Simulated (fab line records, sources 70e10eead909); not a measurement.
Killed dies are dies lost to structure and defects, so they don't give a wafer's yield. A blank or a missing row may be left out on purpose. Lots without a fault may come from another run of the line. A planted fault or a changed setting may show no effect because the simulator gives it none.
A sampling plan put to the test | flow nand_harc | one fab line, 46 faults that these records tell of, each judged on the records of the lots that it struck
The plan is the line's own looks: the steps of the route at which a gauge or an inspection reads the wafer and doesn't change it. A look can be judged if struck wafers have a number there and the file gives its usual mean and standard deviation on fault-free wafers. Caught: at a look after the fault's first step, the mean of the struck wafers lies 4 or more of those standard deviations (sigma) from the usual mean. On the tool: the same test on the tool's own readings at the fault's steps. Another recipe on the struck wafers, or a record that is blank for them alone, also counts as caught.

THE FAULTS, as the simulator had put them in
1. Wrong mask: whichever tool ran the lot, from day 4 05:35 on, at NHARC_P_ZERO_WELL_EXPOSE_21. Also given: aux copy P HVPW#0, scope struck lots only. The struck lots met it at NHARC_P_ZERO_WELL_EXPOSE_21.
2. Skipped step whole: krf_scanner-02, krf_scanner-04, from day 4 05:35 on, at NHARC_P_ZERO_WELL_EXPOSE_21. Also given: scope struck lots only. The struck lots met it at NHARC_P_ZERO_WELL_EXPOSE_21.
3. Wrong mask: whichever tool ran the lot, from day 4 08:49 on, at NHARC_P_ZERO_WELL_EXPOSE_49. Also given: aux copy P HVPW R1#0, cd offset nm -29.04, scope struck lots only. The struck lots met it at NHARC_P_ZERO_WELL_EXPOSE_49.
4. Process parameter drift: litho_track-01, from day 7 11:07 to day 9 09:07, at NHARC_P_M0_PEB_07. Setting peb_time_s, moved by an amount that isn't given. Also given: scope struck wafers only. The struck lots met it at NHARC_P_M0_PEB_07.
5. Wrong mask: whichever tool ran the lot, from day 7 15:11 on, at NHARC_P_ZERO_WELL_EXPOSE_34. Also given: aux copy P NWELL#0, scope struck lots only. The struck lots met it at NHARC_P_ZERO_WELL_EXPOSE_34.
6. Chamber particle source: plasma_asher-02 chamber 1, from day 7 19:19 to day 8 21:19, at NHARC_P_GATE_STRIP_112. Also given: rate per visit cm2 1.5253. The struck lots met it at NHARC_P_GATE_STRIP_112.
7. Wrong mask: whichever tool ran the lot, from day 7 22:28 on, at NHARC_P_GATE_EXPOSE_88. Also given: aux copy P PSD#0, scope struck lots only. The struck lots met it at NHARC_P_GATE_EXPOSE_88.
8. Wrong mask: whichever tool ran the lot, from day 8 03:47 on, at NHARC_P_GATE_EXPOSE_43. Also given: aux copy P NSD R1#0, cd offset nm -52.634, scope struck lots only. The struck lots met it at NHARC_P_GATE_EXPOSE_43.
9. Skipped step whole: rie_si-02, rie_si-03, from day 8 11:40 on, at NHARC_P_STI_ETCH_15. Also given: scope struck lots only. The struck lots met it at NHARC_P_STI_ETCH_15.
10. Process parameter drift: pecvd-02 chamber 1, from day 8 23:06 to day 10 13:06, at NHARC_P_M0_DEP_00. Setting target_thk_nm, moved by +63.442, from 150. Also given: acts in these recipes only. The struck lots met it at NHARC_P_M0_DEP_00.
11. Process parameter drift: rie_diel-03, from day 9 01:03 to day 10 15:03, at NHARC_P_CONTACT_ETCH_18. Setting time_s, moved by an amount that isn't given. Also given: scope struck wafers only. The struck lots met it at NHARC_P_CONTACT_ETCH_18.
12. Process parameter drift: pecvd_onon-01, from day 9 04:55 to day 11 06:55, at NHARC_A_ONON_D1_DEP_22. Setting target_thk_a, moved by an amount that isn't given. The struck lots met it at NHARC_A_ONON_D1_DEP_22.
13. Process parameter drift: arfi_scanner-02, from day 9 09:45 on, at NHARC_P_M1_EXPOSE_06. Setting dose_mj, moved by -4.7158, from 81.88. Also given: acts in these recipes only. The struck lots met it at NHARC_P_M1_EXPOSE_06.
14. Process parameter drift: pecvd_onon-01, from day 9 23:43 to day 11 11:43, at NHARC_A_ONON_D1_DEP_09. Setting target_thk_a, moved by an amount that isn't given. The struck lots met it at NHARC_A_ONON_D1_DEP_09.
15. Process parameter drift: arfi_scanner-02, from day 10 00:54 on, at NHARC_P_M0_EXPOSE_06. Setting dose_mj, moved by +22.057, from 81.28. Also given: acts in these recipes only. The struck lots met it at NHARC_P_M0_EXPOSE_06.
16. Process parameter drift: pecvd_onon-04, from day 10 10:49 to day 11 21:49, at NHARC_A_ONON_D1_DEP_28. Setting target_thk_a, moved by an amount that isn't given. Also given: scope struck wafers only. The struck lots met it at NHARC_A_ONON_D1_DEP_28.
17. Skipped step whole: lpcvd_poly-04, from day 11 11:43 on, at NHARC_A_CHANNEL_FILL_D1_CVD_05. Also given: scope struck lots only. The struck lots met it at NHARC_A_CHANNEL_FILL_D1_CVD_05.
18. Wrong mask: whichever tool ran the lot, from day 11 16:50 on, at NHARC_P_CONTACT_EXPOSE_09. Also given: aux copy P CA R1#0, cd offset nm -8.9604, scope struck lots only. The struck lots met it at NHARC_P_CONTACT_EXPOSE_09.
19. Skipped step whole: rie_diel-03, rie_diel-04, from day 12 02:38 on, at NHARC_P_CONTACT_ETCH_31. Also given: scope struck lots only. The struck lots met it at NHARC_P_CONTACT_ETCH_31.
20. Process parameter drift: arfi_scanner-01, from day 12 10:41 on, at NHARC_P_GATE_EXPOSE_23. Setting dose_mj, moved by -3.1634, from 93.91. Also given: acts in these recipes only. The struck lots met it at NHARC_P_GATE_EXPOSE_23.
21. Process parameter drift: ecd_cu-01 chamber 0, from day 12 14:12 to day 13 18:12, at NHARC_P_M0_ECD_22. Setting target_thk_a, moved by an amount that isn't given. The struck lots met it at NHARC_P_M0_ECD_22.
22. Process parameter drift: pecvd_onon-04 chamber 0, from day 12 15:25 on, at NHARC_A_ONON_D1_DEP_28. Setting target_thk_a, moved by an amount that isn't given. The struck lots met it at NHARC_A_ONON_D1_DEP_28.
23. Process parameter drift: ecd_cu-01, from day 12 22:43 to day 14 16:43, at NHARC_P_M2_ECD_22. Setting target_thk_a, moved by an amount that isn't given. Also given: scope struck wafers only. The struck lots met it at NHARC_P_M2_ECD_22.
24. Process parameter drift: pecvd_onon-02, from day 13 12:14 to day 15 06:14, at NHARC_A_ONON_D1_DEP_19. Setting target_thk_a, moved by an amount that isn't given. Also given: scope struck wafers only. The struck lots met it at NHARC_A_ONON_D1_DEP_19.
25. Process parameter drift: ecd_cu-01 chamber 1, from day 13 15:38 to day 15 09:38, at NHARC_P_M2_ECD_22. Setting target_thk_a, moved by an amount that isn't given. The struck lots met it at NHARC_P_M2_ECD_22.
26. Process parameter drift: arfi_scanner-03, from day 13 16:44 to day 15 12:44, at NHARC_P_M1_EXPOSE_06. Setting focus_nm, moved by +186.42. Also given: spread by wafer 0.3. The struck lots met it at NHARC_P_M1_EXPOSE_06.
27. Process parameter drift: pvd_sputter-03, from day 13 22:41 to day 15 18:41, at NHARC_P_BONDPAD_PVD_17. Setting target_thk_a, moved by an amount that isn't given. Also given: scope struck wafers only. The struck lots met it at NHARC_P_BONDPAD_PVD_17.
28. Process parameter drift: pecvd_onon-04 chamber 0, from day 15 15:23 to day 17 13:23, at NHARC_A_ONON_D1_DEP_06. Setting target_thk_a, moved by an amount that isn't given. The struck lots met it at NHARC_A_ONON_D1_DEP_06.
29. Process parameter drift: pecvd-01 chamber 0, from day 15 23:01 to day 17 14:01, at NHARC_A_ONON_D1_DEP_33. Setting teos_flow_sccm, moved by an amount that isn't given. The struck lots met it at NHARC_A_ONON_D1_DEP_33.
30. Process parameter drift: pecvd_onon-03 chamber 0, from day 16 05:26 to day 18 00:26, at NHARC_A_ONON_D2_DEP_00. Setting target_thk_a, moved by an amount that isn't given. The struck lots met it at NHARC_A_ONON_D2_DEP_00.
31. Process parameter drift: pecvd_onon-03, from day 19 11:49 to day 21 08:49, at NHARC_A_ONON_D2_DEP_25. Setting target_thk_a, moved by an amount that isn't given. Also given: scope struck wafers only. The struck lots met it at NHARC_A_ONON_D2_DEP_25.
32. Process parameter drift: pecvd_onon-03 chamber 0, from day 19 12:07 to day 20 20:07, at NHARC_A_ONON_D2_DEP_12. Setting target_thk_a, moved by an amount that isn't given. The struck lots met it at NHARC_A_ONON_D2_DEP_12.
33. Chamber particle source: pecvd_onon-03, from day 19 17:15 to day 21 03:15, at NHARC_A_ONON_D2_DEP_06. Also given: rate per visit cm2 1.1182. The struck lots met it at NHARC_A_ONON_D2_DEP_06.
34. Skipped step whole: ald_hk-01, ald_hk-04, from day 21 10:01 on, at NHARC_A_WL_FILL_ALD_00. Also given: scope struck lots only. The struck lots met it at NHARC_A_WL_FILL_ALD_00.
35. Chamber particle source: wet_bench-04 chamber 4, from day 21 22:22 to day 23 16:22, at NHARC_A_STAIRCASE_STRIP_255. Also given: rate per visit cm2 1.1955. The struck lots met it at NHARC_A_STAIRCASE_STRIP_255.
36. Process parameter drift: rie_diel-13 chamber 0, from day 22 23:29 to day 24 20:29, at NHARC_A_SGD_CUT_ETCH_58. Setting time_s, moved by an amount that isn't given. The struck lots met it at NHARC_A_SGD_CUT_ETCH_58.
37. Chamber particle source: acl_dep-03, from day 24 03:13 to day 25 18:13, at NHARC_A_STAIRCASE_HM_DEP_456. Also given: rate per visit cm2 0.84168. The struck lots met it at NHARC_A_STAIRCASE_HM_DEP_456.
38. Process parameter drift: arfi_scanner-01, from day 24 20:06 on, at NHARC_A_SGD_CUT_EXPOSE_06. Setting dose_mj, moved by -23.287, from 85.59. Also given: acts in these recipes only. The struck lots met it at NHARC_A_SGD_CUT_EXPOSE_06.
39. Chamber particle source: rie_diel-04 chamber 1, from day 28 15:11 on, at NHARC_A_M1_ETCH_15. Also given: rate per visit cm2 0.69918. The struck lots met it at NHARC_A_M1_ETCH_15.
40. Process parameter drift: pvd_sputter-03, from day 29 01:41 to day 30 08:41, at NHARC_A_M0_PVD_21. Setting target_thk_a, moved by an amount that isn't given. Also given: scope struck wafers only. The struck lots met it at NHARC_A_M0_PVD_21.
41. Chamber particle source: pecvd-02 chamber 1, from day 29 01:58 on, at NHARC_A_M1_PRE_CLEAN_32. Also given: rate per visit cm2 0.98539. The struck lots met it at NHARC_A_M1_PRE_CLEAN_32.
42. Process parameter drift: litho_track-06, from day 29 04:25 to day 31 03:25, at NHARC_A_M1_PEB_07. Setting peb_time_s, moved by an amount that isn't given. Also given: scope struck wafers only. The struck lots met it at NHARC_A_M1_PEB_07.
43. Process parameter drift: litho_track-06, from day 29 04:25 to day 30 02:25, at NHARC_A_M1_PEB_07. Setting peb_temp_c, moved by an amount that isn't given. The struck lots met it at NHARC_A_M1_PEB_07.
44. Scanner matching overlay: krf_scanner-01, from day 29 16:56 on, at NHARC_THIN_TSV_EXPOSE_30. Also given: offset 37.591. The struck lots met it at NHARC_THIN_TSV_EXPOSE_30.
45. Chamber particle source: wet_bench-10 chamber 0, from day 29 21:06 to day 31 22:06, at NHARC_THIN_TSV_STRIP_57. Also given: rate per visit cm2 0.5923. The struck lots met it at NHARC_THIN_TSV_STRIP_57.
46. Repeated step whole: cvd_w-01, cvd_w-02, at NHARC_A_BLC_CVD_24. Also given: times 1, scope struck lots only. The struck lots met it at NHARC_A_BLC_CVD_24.

WHAT THE PLAN SAW
fault | on the tool itself                               | first look that catches it                      | reading, sigma                                        | median hours from its first step to that look | hours from the fault's start to the first struck lot there | judged looks passed uncaught
1     | under 2 sigma                                    | NHARC_END_SORT_01                               | killed_at_periphery +99 or beyond                     | 530.8                                         | 535                                                        | 0
2     | no reading that can be judged                    | NHARC_P_ZERO_WELL_INSPECT_43                    | raw_defect_count +99 or beyond                        | 5.1                                           | 10                                                         | 0
3     | under 2 sigma                                    | NHARC_P_ZERO_WELL_CD_MEAS_52                    | cd_nm -16                                             | 0.2                                           | 5                                                          | 0
4     | heater_power_total_W +72 sigma                   | NHARC_P_M0_CD_MEAS_09                           | cd_nm -19                                             | 0.1                                           | 9                                                          | 0
5     | no reading that can be judged                    | NHARC_END_SORT_01                               | killed_at_periphery +99 or beyond                     | 542.5                                         | 546                                                        | 0
6     | under 2 sigma                                    | NHARC_P_GATE_INSPECT_68                         | raw_defect_count +12                                  | 4.1                                           | 14                                                         | 0
7     | no reading that can be judged                    | NHARC_END_SORT_01                               | killed_at_periphery +99 or beyond                     | 439.6                                         | 446                                                        | 0
8     | under 2 sigma                                    | NHARC_P_GATE_CD_MEAS_46                         | cd_nm -34                                             | 0.2                                           | 2                                                          | 0
9     | the tool's record is blank for the struck wafers | NHARC_P_STI_OCD_MEAS_17                         | trench_depth_nm -67                                   | 0.3                                           | 6                                                          | 1
10    | under 2 sigma                                    | NHARC_END_SORT_01                               | killed_at_periphery +99 or beyond                     | 442.0                                         | 458                                                        | 0
11    | run_length_s -99 or beyond sigma                 | NHARC_END_SORT_01                               | killed_at_periphery +99 or beyond                     | 434.8                                         | 446                                                        | 0
12    | no reading that can be judged                    | NHARC_A_ONON_D1_THK_MEAS_24                     | thk_nm +53                                            | 0.5                                           | 5                                                          | 0
13    | exposure_dose_mJ_cm2 -8.2 sigma                  | NHARC_P_M1_CD_MEAS_09                           | cd_nm -4.8                                            | 0.1                                           | 29                                                         | 0
14    | under 2 sigma                                    | NHARC_A_ONON_D1_THK_MEAS_11                     | thk_nm -37                                            | 0.5                                           | 8                                                          | 0
15    | exposure_dose_mJ_cm2 +25 sigma                   | NHARC_P_M0_CD_MEAS_09                           | cd_nm +19                                             | 0.1                                           | 10                                                         | 0
16    | no reading that can be judged                    | NHARC_A_ONON_D1_THK_MEAS_30                     | thk_nm +59                                            | 0.5                                           | 8                                                          | 0
17    | the tool's record is blank for the struck wafers | NHARC_END_SORT_01                               | killed_at_array +34                                   | 337.3                                         | 337                                                        | 0
18    | under 2 sigma                                    | NHARC_P_CONTACT_CD_MEAS_12                      | cd_nm -13                                             | 0.1                                           | 9                                                          | 0
19    | the tool's record is blank for the struck wafers | NHARC_END_SORT_01                               | killed_at_periphery +99 or beyond                     | 434.6                                         | 448                                                        | 0
20    | exposure_dose_mJ_cm2 -32 sigma                   | none of the 3 looks that can be judged after it | strongest: cd_nm at NHARC_P_GATE_CD_MEAS_26, +2.3     | -                                             | -                                                          | 3
21    | no reading that can be judged                    | not the one look that can be judged after it    | -                                                     | -                                             | -                                                          | 1
22    | no reading that can be judged                    | NHARC_A_ONON_D1_THK_MEAS_30                     | thk_nm +57                                            | 0.4                                           | 2                                                          | 0
23    | no reading that can be judged                    | not the one look that can be judged after it    | -                                                     | -                                             | -                                                          | 1
24    | no reading that can be judged                    | NHARC_A_ONON_D1_THK_MEAS_21                     | thk_nm -31                                            | 0.5                                           | 2                                                          | 0
25    | no reading that can be judged                    | no look after it can be judged                  | -                                                     | -                                             | -                                                          | 0
26    | no reading that can be judged                    | no look after it can be judged                  | -                                                     | -                                             | -                                                          | 0
27    | under 2 sigma                                    | NHARC_END_SORT_01                               | killed_at_periphery +9.7                              | 420.6                                         | 421                                                        | 0
28    | under 2 sigma                                    | NHARC_A_ONON_D1_THK_MEAS_08                     | thk_nm +62                                            | 0.5                                           | 9                                                          | 0
29    | mfc_precursor_sccm -65 sigma                     | NHARC_A_ONON_D1_THK_MEAS_34                     | thk_nm -13                                            | 0.3                                           | 17                                                         | 0
30    | no reading that can be judged                    | NHARC_A_ONON_D2_THK_MEAS_02                     | thk_nm +59                                            | 0.5                                           | 14                                                         | 0
31    | no reading that can be judged                    | NHARC_A_ONON_D2_THK_MEAS_27                     | thk_nm +8.7                                           | 0.4                                           | 5                                                          | 0
32    | no reading that can be judged                    | NHARC_A_ONON_D2_THK_MEAS_14                     | thk_nm -50                                            | 0.5                                           | 15                                                         | 0
33    | no reading that can be judged                    | not the one look that can be judged after it    | strongest: killed_at_array at NHARC_END_SORT_01, +3.1 | -                                             | -                                                          | 1
34    | the tool's record is blank for the struck wafers | NHARC_END_WLT_00                                | VT_DECK2_TOP +99 or beyond                            | 100.8                                         | 100                                                        | 0
35    | under 2 sigma                                    | not the one look that can be judged after it    | strongest: killed_at_array at NHARC_END_SORT_01, +3.8 | -                                             | -                                                          | 1
36    | run_length_s -95 sigma                           | NHARC_END_SORT_01                               | killed_at_array +34                                   | 123.6                                         | 134                                                        | 0
37    | under 2 sigma                                    | none of the 2 looks that can be judged after it | strongest: killed_at_array at NHARC_END_SORT_01, +2.9 | -                                             | -                                                          | 2
38    | exposure_dose_mJ_cm2 -24 sigma                   | NHARC_A_SGD_CUT_CD_MEAS_09                      | cd_nm -25                                             | 0.1                                           | 17                                                         | 0
39    | under 2 sigma                                    | NHARC_END_SORT_01                               | sort_rim_yield_pct -4.3                               | 41.6                                          | 53                                                         | 3
40    | under 2 sigma                                    | NHARC_END_SORT_01                               | sort_bin_2_pct +83                                    | 44.6                                          | 52                                                         | 0
41    | under 2 sigma                                    | NHARC_END_SORT_01                               | sort_bin_3_pct +10                                    | 38.3                                          | 41                                                         | 0
42    | no reading that can be judged                    | NHARC_A_M1_CD_MEAS_09                           | cd_nm +5.5                                            | 0.1                                           | 19                                                         | 0
43    | plate_temp_C -26 sigma                           | NHARC_A_M1_CD_MEAS_09                           | cd_nm -19                                             | 0.1                                           | 4                                                          | 0
44    | no reading that can be judged                    | not the one look that can be judged after it    | -                                                     | -                                             | -                                                          | 1
45    | no reading that can be judged                    | NHARC_THIN_TSV_INSPECT_40                       | raw_defect_count +5.5                                 | 5.0                                           | 18                                                         | 0
46    | under 2 sigma                                    | no look after it can be judged                  | -                                                     | -                                             | -                                                          | 0
A dash: the fault isn't caught, or these records don't give the number.

Caught at a look: 36 of 46. Caught on the tool: 13 of 46. By one or the other: 37 of 46.
Caught on the tool alone: fault 20.
Caught at a look alone: faults 1, 2, 3, 5, 6, 7, 8, 10, 12, 14, 16, 18, 22, 24, 27, 28, 30, 31, 32, 39, 40, 41, 42, 45.
Caught by neither: faults 21, 23, 25, 26, 33, 35, 37, 44, 46.

THINNER SAMPLING
If the look that catches a fault measured only every second or every third lot, by lot number, the first struck lot would be measured this late in the worst case:
fault | struck lots at that look, in order of time | every lot | every second lot | every third lot
1     | L704                                       | 535 h     | may miss it      | may miss it
2     | L359, L360, L361                           | 10 h      | 20 h             | 30 h
3     | L702                                       | 5 h       | may miss it      | may miss it
4     | L837                                       | 9 h       | may miss it      | may miss it
5     | L516                                       | 546 h     | may miss it      | may miss it
6     | L556, L557                                 | 14 h      | 17 h             | may miss all 2
7     | L718                                       | 446 h     | may miss it      | may miss it
8     | L648                                       | 2 h       | may miss it      | may miss it
9     | L886, L887                                 | 6 h       | 17 h             | may miss all 2
10    | L968, L970                                 | 458 h     | may miss all 2   | may miss all 2
11    | L243, L245                                 | 446 h     | may miss all 2   | may miss all 2
12    | L100, L101, L103                           | 5 h       | 22 h             | may miss all 3
13    | L659, L661                                 | 29 h      | may miss all 2   | may miss all 2
14    | L463, L466                                 | 8 h       | 32 h             | may miss all 2
15    | L874, L875, L877                           | 10 h      | 12 h             | may miss all 3
16    | L594, L596                                 | 8 h       | may miss all 2   | may miss all 2
17    | L974, L975                                 | 337 h     | 345 h            | may miss all 2
18    | L384                                       | 9 h       | may miss it      | may miss it
19    | L551, L550, L549                           | 448 h     | 448 h            | 455 h
22    | L918, L922                                 | 2 h       | may miss all 2   | may miss all 2
24    | L524, L525, L528                           | 2 h       | 25 h             | may miss all 3
27    | L988, L991                                 | 421 h     | 456 h            | may miss all 2
28    | L795, L797                                 | 9 h       | may miss all 2   | may miss all 2
29    | L603, L605                                 | 17 h      | may miss all 2   | may miss all 2
30    | L254, L256                                 | 14 h      | may miss all 2   | may miss all 2
31    | L981, L982, L984                           | 5 h       | 25 h             | may miss all 3
32    | L221, L224                                 | 15 h      | 31 h             | may miss all 2
34    | L616, L618                                 | 100 h     | may miss all 2   | may miss all 2
36    | L614                                       | 134 h     | may miss it      | may miss it
38    | L921, L923, L924, L926                     | 17 h      | 60 h             | may miss all 4
39    | L799                                       | 53 h      | may miss it      | may miss it
40    | L943, L946                                 | 52 h      | 60 h             | may miss all 2
41    | L144                                       | 41 h      | may miss it      | may miss it
42    | L838, L839                                 | 19 h      | 45 h             | may miss all 2
43    | L107, L110                                 | 4 h       | 19 h             | may miss all 2
45    | L493                                       | 18 h      | may miss it      | may miss it
Hours are from the fault's start to the first struck lot that is measured. The limit of 4 sigma was tested on all struck wafers together, so one lot alone may lie under it. Other struck lots may not be in these records.

THE LONGEST TIMED WAY FROM STEP TO LOOK
Fault 5: a median of 542.5 hours passes between NHARC_P_ZERO_WELL_EXPOSE_34 and NHARC_END_SORT_01. No look between them can be judged.
